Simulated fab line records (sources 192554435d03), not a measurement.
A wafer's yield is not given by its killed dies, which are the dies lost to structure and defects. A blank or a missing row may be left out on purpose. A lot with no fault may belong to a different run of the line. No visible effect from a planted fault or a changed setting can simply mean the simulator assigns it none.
fab line records	flow n5Finfet
record: lots: 4	wafers: 12	lastDay: 18
route steps=1938 shown DUMMY_GATE@248 SPACER0@258 SD_EPI_N@262 BEOL_M4@1111 PASSIVATION@1936
lots that met no fault: taken from a fault-free run of the same line
startH: the number of hours between the record's first day and the start of the first shown wafer of the lot	waitH: time in hours since the lot's previous step	" identical to the entry in the row above	L1.1+2: several wafers, shown together as one row	- no value present, or no start provided	* or withheld: withheld	< > ~ a bound
route shown NAME@n: NAME is a module with steps in the file, n the number in the route of the first one	usual: mean/standard deviation of fault-free wafers	same: alike in all rows	chamber/n: place in a boat	sites: per-site readings	_std_site: their standard deviation	_edge_site: inner sites' mean taken away from outer sites' mean	radiusMm: for every site, how far away it sits from the centre of the wafer	mask NAME#n: copy n	behind: the most recent tool/chamber to have shaped the wafer	hold: why the lot went on hold/how many hours it stayed there/how the hold came to an end	device: transistor that didn't switch, given as n, p or np	end of line: the route-end tests of the same wafers	step lacking rows: just its recipe	killed: dies that structure and defects cost at the first sort, which is not the same as the wafer's yield	map: dies across one wafer; x = killed, . = not, _ = none there
set.NAME: the setting the step ran with; set.NAME@STEP: the setting that earlier step ran with	model.NAME: the simulator's own value behind a step, which no gauge read
certain route steps with their lots: each step a table, each wafer a row
services: a tool's chamber out of use, with start hour (startH, from the record's first day; less than 0 if before it), hours out, and reason
== steps ==
step: N5_DUMMY_GATE_ETCH_44
recipe: chemistry: HBr/O2	overEtchFrac: 0.7	targetDepthA: 1275	stopOn: SiO2	ionEnergyEv: 60	biasW: 20	target: poly-Si	maskMaterial: SiO2	pressureMtorr: 20	icpW: 400	HBr_flow_sccm: 120	O2_flow_sccm: 10
step: N5_DUMMY_GATE_ETCH_42
recipe: chemistry: CHF3/O2	target: SiO2	targetDepthA: 35	timeS: 31	ionEnergyEv: 30	biasW: 12	pressureMtorr: 30	sourceW: 600	Ar_flow_sccm: 200	CHF3_flow_sccm: 50	O2_flow_sccm: 5
step: N5_DUMMY_GATE_STRIP_48
recipe: chemistry: N2/H2	timeS: 20	powerW: 100	tempC: 40	pressureMtorr: 100	rfFrequencyHz: 6e+07	biasPowerW: 3	n2FlowSccm: 300	h2FlowSccm: 300
step: N5_DUMMY_GATE_PRECLEAN_33
recipe: chemistry: dHF	timeS: 10	dilution: 750:1	tempC: 25
step: N5_DUMMY_GATE_PRECLEAN_25
recipe: chemistry: O3/DIW	timeS: 45	tempC: 22	o3Ppm: 10
step: N5_DUMMY_GATE_PRECLEAN_51
recipe: chemistry: SC2	timeS: 45	tempC: 35	mix: 1:1:50
step: N5_DUMMY_GATE_SRD_26
recipe: dry: ipaMarangoni	timeS: 30	tempC: 23	rinseLiquid: diw
step: N5_DUMMY_GATE_UV_OZONE_45
recipe: timeS: 120	pressureTorr: 760	tempC: 25
step: N5_SPACER0_ALD_07
recipe: material: SiNx	targetThkA: 20	tempC: 400	aldPrecursorFamily: SiH2I2	aldCoReactant: N2/H2-plasma	pressureTorr: 2
step: N5_SPACER0_ALD_00
recipe: material: SiOCN	targetThkA: 35	tempC: 400	aldPrecursorFamily: alkyl-aminosilane	aldCoReactant: O2/N2-plasma	pulseTimeS: 3	purgeTimeS: 2	coReactantPurgeTimeS: 2	aldCycles: 58	pressureTorr: 2
step: N5_SPACER0_ALD_08
recipe: material: SiNx	targetThkA: 20	tempC: 400	aldPrecursorFamily: SiH2I2	aldCoReactant: N2/H2-plasma	pressureTorr: 2
usual: heaterPowerW: 855/100
lot.wafer	tool	chamber	startH	waitH	heaterPowerW	model.SiNx_of_SPACER0_ALD_08.thkNm
L732.3	aldSin-03	3	55.27	0.1	814	2
L732.4	"	1	"	"	747	2
L732.5	"	0	"	"	939	2
L742.2	aldSin-02	3	116.29	0.1	750	2
L742.3	"	2	"	"	1115	2
L742.6	"	0	"	"	857	2
L746.2	aldSin-03	0	140.15	0.1	922	2.8
L746.5	"	3	"	"	839	2
L746.6	"	2	"	"	869	2
L747.1	aldSin-03	2	145.39	0.1	881	2.8
L747.2	"	1	"	"	746	2.8
L747.3	"	0	"	"	922	2
step: N5_SD_EPI_N_COAT_32
recipe: resist: SOC	tempC: 250	timeS: 60	spinRpm: 1500	resistThkNm: 350
step: N5_SD_EPI_N_COAT_33
recipe: resist: SiARC	tempC: 220	timeS: 60	spinRpm: 1500	resistThkNm: 35
step: N5_SD_EPI_N_COAT_03
recipe: resist: CAR-ArF-block	spinRpm: 1500	resistThkNm: 150
step: N5_SD_EPI_N_EBR_05
recipe: solvent: PGMEA	ebrWidthMm: 1.5
step: N5_SD_EPI_N_SOFTBAKE_04
recipe: tempC: 110	timeS: 60	resist: CAR-ArF-block
step: N5_SD_EPI_N_EXPOSE_06
recipe: maskId: SD_N_BLK	na: 1.35	sourceShape: conventional	sigmaOuter: 0.8	polarization: unpolarized	targetCdNm: 120	doseMj: 39.75
step: N5_SD_EPI_N_PEB_07
recipe: pebTempC: 110	pebTimeS: 60	resist: CAR-ArF-block
step: N5_SD_EPI_N_DEVELOP_08
recipe: developTimeS: 30	developer: TMAH	resist: CAR-ArF-block	devTempC: 23	rinseLiquid: diw	dry: airSpin
step: N5_SD_EPI_N_DESCUM_14
recipe: chemistry: O2	timeS: 7.9	sourcePowerW: 50	biasPowerW: 20	pressureMtorr: 20	rfFrequencyHz: 2.712e+07	tempC: 40	resist: CAR-ArF-block	o2FlowSccm: 225
usual: drypumpMotorCurrentA: 5.5/0.39	oesProductAu: 0.80/0.096	rfFwdPowerW: 49.41/0.22	rfVppV: 243.0/1.4	showerheadPlenumPTorr: 2.09/0.083	throttleValvePct: 20.44/0.24
lot.wafer	tool	chamber	startH	waitH	drypumpMotorCurrentA	oesProductAu	rfFwdPowerW	rfHoursCounterH	rfVppV	showerheadPlenumPTorr	throttleValvePct	model.SD_EPI_N.cdNm
L732.3	rieDiel-03	2	55.83	0.1	5.6	0.79	49.16	84	241.9	2.02	20.41	120.8
L732.4	"	3	"	"	5.4	0.84	49.31	-	245.1	2.21	20.16	119.6
L732.5	"	0	"	"	5.4	0.80	49.34	-	240.4	2.05	20.51	119.8
L742.2	rieDiel-01	0	116.97	0.1	5.5	0.68	49.61	247	244.2	2.06	20.65	119.8
L742.3	"	3	"	"	4.9	0.98	49.28	6	244.2	2.15	20.16	120.4
L742.6	"	0	"	"	5.5	0.68	49.42	-	242.7	2.06	20.64	119.8
L746.2	rieDiel-03	2	140.72	0.1	5.5	0.77	49.35	111	241.8	2.01	20.48	120.2
L746.5	"	3	"	"	5.5	0.82	49.34	-	244.9	2.20	20.21	120.8
L746.6	"	2	"	"	5.5	0.77	49.50	-	240.8	2.01	20.48	120.2
L747.1	rieDiel-03	0	146.31	0.3	5.3	0.77	49.30	125	242.3	2.04	20.55	121.4
L747.2	"	3	"	"	5.5	0.81	49.04	80	243.9	2.20	20.19	121
L747.3	"	2	"	"	5.6	0.76	49.27	113	241.5	2.01	20.48	121.2
step: N5_SD_EPI_N_ETCH_34
recipe: chemistry: CF4	target: SiARC	targetDepthA: 455	maskMaterial: CAR-ArF-block	timeS: 75.8	ionEnergyEv: 80	pressureMtorr: 40	sourceW: 545	biasW: 36	Ar_flow_sccm: 100	cf4FlowSccm: 100	ends: cleared
usual: drypumpMotorCurrentA: 5.5/0.39	etchRfOnTimeS: 75.5/1.7	mfcArSccm: 100.0/0.31	oesProductAu: 0.68/0.081	rfFwdPowerW: 539.6/2.4	rfVppV: 184.0/1.3	showerheadPlenumPTorr: 2.14/0.078	throttleValvePct: 15.62/0.26
lot.wafer	tool	chamber	startH	waitH	drypumpMotorCurrentA	etchRfOnTimeS	mfcArSccm	oesProductAu	rfFwdPowerW	rfHoursCounterH	rfVppV	showerheadPlenumPTorr	throttleValvePct	model.SD_EPI_N.cdNm
L732.3	rieDiel-03	2	55.86	0.0	5.5	73.6	100.0	0.69	534.9	84	183.3	2.07	15.58	120.8
L732.4	"	3	"	"	5.5	77.3	100.6	0.72	540.9	-	185.9	2.27	15.41	119.4
L732.5	"	0	"	"	5.4	76.6	100.0	0.68	539.0	-	184.6	2.08	15.55	119.6
L742.2	rieDiel-01	0	117.01	0.0	5.5	78.8	100.7	0.57	540.7	247	183.0	2.12	15.91	119.6
L742.3	"	3	"	"	4.9	73.7	99.9	0.84	537.7	6	184.2	2.19	15.32	120.4
L742.6	"	0	"	"	5.5	78.1	100.2	0.57	540.9	-	183.0	2.12	15.91	119.6
L746.2	rieDiel-03	2	140.76	0.0	5.6	73.9	100.0	0.67	536.4	111	182.3	2.06	15.64	120
L746.5	"	3	"	"	5.4	76.4	100.0	0.68	537.6	-	185.8	2.26	15.45	120.8
L746.6	"	2	"	"	5.6	73.6	100.1	0.67	536.4	-	182.5	2.06	15.62	120
L747.1	rieDiel-03	0	146.35	0.0	5.4	76.9	100.0	0.66	539.4	125	184.7	2.07	15.62	121.2
L747.2	"	3	"	"	5.4	77.0	99.6	0.68	539.9	80	186.3	2.26	15.46	120.8
L747.3	"	2	"	"	5.5	72.7	100.8	0.67	537.4	113	183.0	2.06	15.63	121
step: N5_SD_EPI_N_ETCH_35
recipe: chemistry: N2/H2	target: SOC	overetchA: 1080	maskMaterial: SiARC	tempC: 40	ionEnergyEv: 100	sourceW: 3000	biasW: 133	pressureMtorr: 20	timeS: 486	n2FlowSccm: 200	h2FlowSccm: 200
step: N5_SD_EPI_N_STRIP_36
recipe: chemistry: N2/H2	tempC: 40	n2FlowSccm: 200	h2FlowSccm: 200	rfFrequencyHz: 6e+07
step: N5_SD_EPI_N_ETCHBACK_44
recipe: chemistry: CH3F/O2	mode: anisotropicEtchback	target: SiNx	targetDepthA: 145	stopOn: SiO2	overEtchFrac: 0.3	ionEnergyEv: 120	pressureMtorr: 30	sourceW: 395	biasW: 73	Ar_flow_sccm: 150	CH3F_flow_sccm: 30	O2_flow_sccm: 20
step: N5_SD_EPI_N_ETCH_45
recipe: chemistry: CH3F/O2	target: SiOCN	targetDepthA: 60	maskMaterial: SOC	ionEnergyEv: 60	biasW: 29	pressureMtorr: 15	sourceW: 410	Ar_flow_sccm: 150	CH3F_flow_sccm: 30	O2_flow_sccm: 20
step: N5_SD_EPI_N_ETCH_16
recipe: chemistry: CHF3/O2	target: SiO2	targetDepthA: 50	maskMaterial: SOC	pressureMtorr: 30	sourceW: 650	biasW: 170	Ar_flow_sccm: 200	CHF3_flow_sccm: 50	O2_flow_sccm: 5	ionEnergyEv: 200
step: N5_SD_EPI_N_STRIP_47
recipe: chemistry: CHF3/O2	resist: SiARC	rfFrequencyHz: 6e+07
step: N5_SD_EPI_N_SD_RECESS_17
recipe: chemistry: HBr/Cl2/O2	targetDepthA: 410	maskMaterial: SOC	timeS: 23.7	btTimeS: 3	pressureMtorr: 10	icpW: 800	biasW: 112	HBr_flow_sccm: 150	Cl2_flow_sccm: 80	O2_flow_sccm: 12
step: N5_SD_EPI_N_STRIP_38
recipe: chemistry: N2/H2	powerW: 1000	tempC: 250	h2Frac: 0.65	overashFraction: 0.3	pressureMtorr: withheld	n2FlowSccm: 1750	h2FlowSccm: 3250
step: N5_SD_EPI_N_WET_ETCH_43
recipe: chemistry: dHF	dilution: withheld	timeS: 14	target: SiO2	targetDepthA: 15	tempC: 25
lot.wafer	tool	chamber	startH	waitH	model.SiNx_of_SPACER0_ALD_08.thkNm
L732.3+4+5	wetBench-02	5,7,0	56.70	-	1.6
L742.2+3+6	wetBench-02	1,4,0	117.85	-	1.6
L746.2	wetBench-03	2	141.59	-	2.4
L746.5+6	"	4,1	"	"	1.6
L747.1+2	wetBench-06	4,5	147.18	-	2.4
L747.3	"	3	"	"	1.6
step: N5_SD_EPI_N_STRIP_18
recipe: chemistry: SPM	timeS: 750	tempC: 130	h2so4H2o2VolRatio: 4
step: N5_SD_EPI_N_SRD_20
recipe: dry: ipaMarangoni	doPpb: 5	timeS: 30	tempC: 23	rinseLiquid: diw
step: N5_SD_EPI_N_PRECLEAN_48
recipe: chemistry: NF3:NH3	afsCycles: 2	tempC: 30	timeS: 20	sublimationTempC: 180	sublimationTimeS: 60	pressureTorr: 3	rfPowerW: 30
step: N5_SD_EPI_N_VAPOR_ETCH_50
recipe: chemistry: HCl	target: Si	tempC: 775	timeS: 54	pressureTorr: 20	mode: isotropic
step: N5_SD_EPI_N_EPI_21
recipe: material: Si:P	dopant: P	tempC: 680	pressureTorr: 255	timeS: 690
step: N5_BEOL_M4_RC_MEAS_101
usual: DIBL_N: 36.5/1.9	DIBL_P: 36.4/2.2	IOFF_N: 0.17/0.034	IOFF_P: 0.21/0.036	ION_N: 678/12	ION_P: 462/7.1	REXT_N: 74.9/1.9	REXT_P: 99.3/2.3	SS_N: 71.7/0.61	SS_P: 73.4/0.71	VT_N: 249/3.5	VT_P: -251/3	VT_P_LVT: -98.7/2.8
lot.wafer	tool	chamber	startH	waitH	DIBL_N[mV/V]	DIBL_P[mV/V]	IOFF_N[nA/um]	IOFF_P[nA/um]	ION_N[uA/um]	ION_P[uA/um]	REXT_N[ohm.um]	REXT_P[ohm.um]	SS_N[mV/dec]	SS_P[mV/dec]	VT_N[mV]	VT_P[mV]	VT_P_LVT[mV]
L732.3	prober-02	0	185.66	0.3	37.7	37.4	0.18	0.21	683	463	74.2	101.4	70.5	73.3	244	-250	-95.9
L732.4	"	0	"	"	38.9	38.7	0.19	0.24	687	468	73.7	101.6	72.2	74.2	247	-246	-94.2
L732.5	"	0	"	"	40.3	40.3	0.22	0.27	683	464	73.7	100.0	71.6	74.4	244	-245	-93.3
L742.2	prober-02	0	274.70	0.2	35.1	35.2	0.13	0.17	678	462	73.5	101.0	71.4	72.1	253	-255	-100.8
L742.3	"	0	"	"	37.2	36.2	0.14	0.19	665	457	71.6	99.3	72.5	72.8	253	-250	-100.5
L742.6	"	0	"	"	34.6	33.8	0.11	0.15	647	441	73.3	102.3	70.9	72.4	257	-256	-103.5
L746.2	prober-02	0	294.74	0.2	29.1	30.2	0.07	0.10	636	436	85.2	110.4	70.6	71.7	265	-262	-112.4
L746.5	"	0	"	"	31.8	31.3	0.09	0.13	658	458	76.0	100.0	70.4	71.8	258	-258	-105.8
L746.6	"	0	"	"	37.3	38.2	0.17	0.22	680	468	75.2	98.2	71.7	73.7	249	-251	-99.8
L747.1	prober-02	0	298.30	0.0	34.8	34.9	0.13	0.17	656	451	84.2	107.7	71.1	73.2	253	-256	-104.1
L747.2	"	0	"	"	32.2	31.2	0.09	0.12	634	429	87.0	111.9	71.4	72.1	259	-260	-108.7
L747.3	"	0	"	"	36.9	36.0	0.17	0.21	697	469	76.7	98.7	71.6	73.1	244	-248	-97.5
step: N5_PASSIVATION_PROBE_49
usual: defectLimitedYield: 91.0/1.5	killed_at_M0_to_M3: 35/11	killed_at_M4_up: 13/5	killedAtContacts: 12/5.9	killedAtFrontEnd: 42/13	killedAtOther: 3/3.2	killedDies: 106/18	killedOpen: 69/13	killedShort: 35/8.9	sort_bin_5_function: 5.2/0.95	sort_bin_6_memory: 3.3/0.71	sort_bin_8_speed: 0.00/0.016	sortNPass: 1074/18	sortYieldPct: 91.0/1.5
same: grossDies: 1180	killedAtBackSide: 0	sort_bin_4_leakage[%]: 0
lot.wafer	tool	chamber	startH	waitH	defectLimitedYield[%]	killed_at_M0_to_M3	killed_at_M4_up	killedAtContacts	killedAtFrontEnd	killedAtOther	killedDies	killedOpen	killedShort	sort_bin_5_function[%]	sort_bin_6_memory[%]	sort_bin_8_speed[%]	sortNPass	sortYieldPct[%]
L746.2	prober-02	-	402.39	0.1	92.7	20	7	17	36	6	86	63	21	4.7	2.5	8.05	999	84.7
L746.5	prober-02	-	402.54	0.2	91.9	26	13	10	41	5	95	66	29	5.3	2.5	0	1085	91.9
L746.6	prober-02	-	402.59	0.3	94.0	27	8	6	30	0	71	46	21	3.8	2.2	0	1109	94.0
L747.1	prober-02	-	420.42	0.0	91.7	38	5	10	42	3	98	66	31	4.6	3.6	0	1082	91.7
L747.2	prober-02	-	420.47	0.1	91.9	54	5	1	34	2	96	54	37	4.7	2.6	28.22	751	63.6
killed by level:class
L746.2 MOL_CONTACT_COAG:geometricParticle:open=15 FIN_SAQP:geometricParticle:open=11 STI_FIN_REVEAL:geometricParticle:open=6 FIN_SAQP:geometricParticle:short=5 BEOL_M0:geometricParticle:open=5 BEOL_M2:geometricParticle:open=5 STARTING-WAFER:geometricParticle:open=5 BEOL_M3:geometricParticle:open=4
L746.5 FIN_SAQP:geometricParticle:open=12 BEOL_M4:geometricParticle:open=8 STI_FIN_REVEAL:geometricParticle:open=5 MOL_CONTACT_COAG:geometricParticle:short=5 MOL_CONTACT_COAG:geometricParticle:open=5 BEOL_M1:geometricParticle:open=5 BEOL_M2:geometricParticle:open=5 FIN_CUT:geometricParticle:short=4
L746.6 BEOL_M3:geometricParticle:open=12 STI_FIN_REVEAL:geometricParticle:open=8 BEOL_M0_SAQP:geometricParticle:open=6 FIN_SAQP:geometricParticle:open=4 MOL_CONTACT_COAG:geometricParticle:open=4 BEOL_M0_SAQP:geometricParticle:short=4 STARTING-WAFER:geometricParticle:short=3 FIN_SAQP:geometricParticle:short=2
L747.1 FIN_SAQP:geometricParticle:open=12 BEOL_M0_SAQP:geometricParticle:open=9 BEOL_M3:geometricParticle:open=9 MOL_CONTACT_COAG:geometricParticle:open=8 BEOL_M1:geometricParticle:open=8 FIN_SAQP:geometricParticle:short=6 DUMMY_GATE:geometricParticle:open=6 GATE_CUT:geometricParticle:short=5
L747.2 BEOL_M0_SAQP:geometricParticle:short=19 BEOL_M3:geometricParticle:open=13 BEOL_M0_SAQP:geometricParticle:open=11 FIN_SAQP:geometricParticle:open=7 FIN_SAQP:geometricParticle:short=6 STI_FIN_REVEAL:geometricParticle:open=5 BEOL_M1:geometricParticle:open=4 HKMG_FIN:areaEtch=4
map L746.5 (x killed, . not)
_________________............________________
______________.....xx..........._____________
___________.....x......x....x......__________
__________x...........x............._________
________...........x.....x............_______
_______..x.x....................xx.....______
______..x..............................._____
_____.................x............x.....____
____x........x......x.........x...xx......___
___.............x..........x....x..........__
___.x........x.............x.......x.x.x...__
__...x.x...x................x......x....x..._
__..x......................................._
_........xx...x........x......x..............
_...x........x......x..x...x..x............x.
_..xxx..xx......x...........................x
_........x.......x...........................
_...x.........................x..............
_....x.......................................
_............x.x.....x......................x
_.............x........x.....................
__....x..........x............xx...........x_
__.x......x.x....................x........x._
___.......................x.....x.....xx...__
___................x.......................__
____.........................xx...........___
_____.x....x...................x.x.......____
______.................................._____
_______x....x...x......................______
________..................x..........._______
__________.............x............_________
___________................x.......__________
______________.................._____________
_________________............________________
map L747.3 (x killed, . not)
_________________...........x________________
______________.................._____________
___________......x................x__________
__________................x........._________
________x...x........................._______
_______.x...x.......x.......x.x......x.______
______.....x........x..........x.....x.x_____
_____..............x........x..x.........____
____......................................___
___.............................x.x........__
___...x..................x........x........__
__....x.......................x............._
__..........................x..x...x.....x.x_
_.....x......x.........x.x...................
_...........xx......x......x..........x.x.x..
_......x....x.........x......................
_......x.......x...x...x...x.....x.........x.
_....................xx...x.........x.x..x...
_..........x....x......x..............x.....x
_x..........................x.........x......
_.............x............................x.
__...xx.....x....................x...x......_
__....x......x.x..x..............x..x...x..._
___..................x................x...x__
___.....x.......x.x.....x............x.....__
____.............x.....x..................___
_____..................x.................____
______...................x.............._____
_______..........x...x...x.............______
________.......x...x................x._______
__________.........................._________
___________..x.....x....x..........__________
______________.....x............_____________
_________________....x....x..________________
== services ==
tool	chamber	startH	hours	kind
rieDiel-01	3	32.21	1.2	repair
rieDiel-03	1	37.62	-	clean
rieDiel-03	1	37.62	-	consumableReplace:focusRing
rieDiel-03	1	37.62	-	consumableReplace:showerhead
rieDiel-03	1	37.62	21.1	scheduledDown
rieDiel-03	1	37.62	21.1	ventCycle
aldSin-02	-	39.23	0.5	repair
aldSin-02	2	43.06	14.4	repair
rieDiel-01	1	44.79	3.1	repair
aldSin-02	1	52.87	3.3	repair
wetBench-06	-	56.81	4.0	repair
aldSin-03	0	57.68	10.2	repair
aldSin-03	-	62.48	2.8	pm
aldSin-03	3	65.90	8.0	repair
rieDiel-01	3	72.93	-	clean
rieDiel-01	3	72.93	-	consumableReplace:esc
rieDiel-01	3	72.93	-	consumableReplace:focusRing
rieDiel-01	3	72.93	27.6	scheduledDown
rieDiel-01	3	72.93	27.6	ventCycle
aldSin-02	2	77.09	7.8	repair
rieDiel-01	2	88.49	2.0	repair
rieDiel-03	-	111.08	2.8	pm
rieDiel-01	0	128.11	-	clean
rieDiel-03	1	141.39	6.8	repair
== key ==
firstSign: step: N5_BEOL_M4_RC_MEAS_101	reading: REXT_N	direction: up	sigmas: 5.6	usual: 74.9	struck: 85.5
effect: step: N5_BEOL_M4_RC_MEAS_101	reading: REXT_P	direction: up	sigmas: 4.6	usual: 99.3	struck: 110.0
effect: step: N5_BEOL_M4_RC_MEAS_101	reading: VT_P_LVT	direction: down	sigmas: 3.5	usual: -98.7	struck: -108.4
effect: step: N5_BEOL_M4_RC_MEAS_101	reading: ION_P	direction: down	sigmas: 3.3	usual: 462	struck: 439
effect: step: N5_BEOL_M4_RC_MEAS_101	reading: ION_N	direction: down	sigmas: 3	usual: 678	struck: 642
effect: step: N5_BEOL_M4_RC_MEAS_101	reading: VT_P	direction: down	sigmas: 2.7	usual: -251	struck: -259
effect: step: N5_BEOL_M4_RC_MEAS_101	reading: DIBL_N	direction: down	sigmas: 2.4	usual: 36.5	struck: 32.0
effect: step: N5_BEOL_M4_RC_MEAS_101	reading: IOFF_P	direction: down	sigmas: 2.2	usual: 0.21	struck: 0.13	wafersMoved: 1
effect: step: N5_BEOL_M4_RC_MEAS_101	reading: IOFF_N	direction: down	sigmas: 2.1	usual: 0.17	struck: 0.09
effect: step: N5_PASSIVATION_PROBE_49	reading: sort_bin_8_speed	direction: up	sigmas: 99+	usual: 0.00	struck: 12.09	wafersMoved: 2
modelEffect: step: N5_SPACER0_ALD_08	value: SiNx_of_SPACER0_ALD_08.thkNm	without: 2	struck: 2.8
modelEffect: step: N5_SD_EPI_N_DESCUM_14	value: SD_EPI_N.cdNm	without: 119.4	struck: 120.9
modelEffect: step: N5_SD_EPI_N_ETCH_34	value: SD_EPI_N.cdNm	without: 119.4	struck: 120.7
modelEffect: step: N5_SD_EPI_N_WET_ETCH_43	value: SiNx_of_SPACER0_ALD_08.thkNm	without: 1.6	struck: 2.4
metAt N5_SPACER0_ALD_08
struckWafers L746.2,L747.1,L747.2
loopTrim: step: N5_SD_EPI_N_EXPOSE_06	setting: dose	lots: L746,L747
onsetBetween 55.27 140.15
fault: kind: processParameterDrift	tool: aldSin-03	chamber: -	onsetH: 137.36	steps: N5_SPACER0_ALD_08	channel: targetThkA	offset: *	shape: step	endH: 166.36	scope: struckWafersOnly	actsIn: *	stated: *
loopTrim: a control loop set the setting to another value than it would have without faults
